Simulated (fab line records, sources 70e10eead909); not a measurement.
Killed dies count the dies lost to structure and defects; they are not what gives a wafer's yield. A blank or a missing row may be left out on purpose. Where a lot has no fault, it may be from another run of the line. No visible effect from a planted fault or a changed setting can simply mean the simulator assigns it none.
Chamber matching / flow nandHarc / pecvd-02 running NHARC_A_M1_DEP_33: 3 sister chambers
The step deposits SiCN, target thk 30 nm. 3 wafers are shown with their chamber, then 12 later ones without.

WAFERS, EACH WITH ITS CHAMBER
wafer=L090.3; chamber=1; heaterPowerW (W)=590
wafer=L092.1; chamber=2; heaterPowerW (W)=593
wafer=L092.4; chamber=0; heaterPowerW (W)=742

WAFERS WITH NO CHAMBER GIVEN
wafer=L095.1; heaterPowerW (W)=672
wafer=L095.3; heaterPowerW (W)=634
wafer=L095.5; heaterPowerW (W)=589
wafer=L096.1; heaterPowerW (W)=726
wafer=L096.3; heaterPowerW (W)=476
wafer=L096.4; heaterPowerW (W)=501
wafer=L094.1; heaterPowerW (W)=545
wafer=L094.3; heaterPowerW (W)=563
wafer=L094.4; heaterPowerW (W)=736
wafer=L097.3; heaterPowerW (W)=736
wafer=L097.4; heaterPowerW (W)=610
wafer=L097.6; heaterPowerW (W)=759

EACH ONE'S CHAMBER
wafer=L095.1; from the rows above=can't be placed: 0 or 2 or 1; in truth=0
wafer=L095.3; from the rows above=can't be placed: 2 or 1 or 0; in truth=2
wafer=L095.5; from the rows above=can't be placed: 1 or 2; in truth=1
wafer=L096.1; from the rows above=0; in truth=0
wafer=L096.3; from the rows above=can't be placed: 1 or 2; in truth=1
wafer=L096.4; from the rows above=can't be placed: 1 or 2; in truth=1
wafer=L094.1; from the rows above=can't be placed: 1 or 2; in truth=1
wafer=L094.3; from the rows above=can't be placed: 1 or 2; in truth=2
wafer=L094.4; from the rows above=0; in truth=0
wafer=L097.3; from the rows above=0; in truth=0
wafer=L097.4; from the rows above=can't be placed: 2 or 1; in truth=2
wafer=L097.6; from the rows above=0; in truth=0
Correct placement for 4 of the 12. Cannot be placed on the basis of these rows: 8; the candidates contain the true chamber in 8. Wrongly placed: 0.
How it was worked out, from the rows above alone: a wafer's distance from a chamber is the root of the sum, over the readings, of the square of ((its reading less the chamber's mean) divided by the reading's scatter). The wafer belongs to the nearest chamber; if the next one is less than 2 further off, it can't be placed. The mean given for a chamber averages the wafers shown for that chamber. The scatter: with one shown wafer a chamber, the root of the mean of the squares of how far each hidden wafer lies from its nearest shown one.
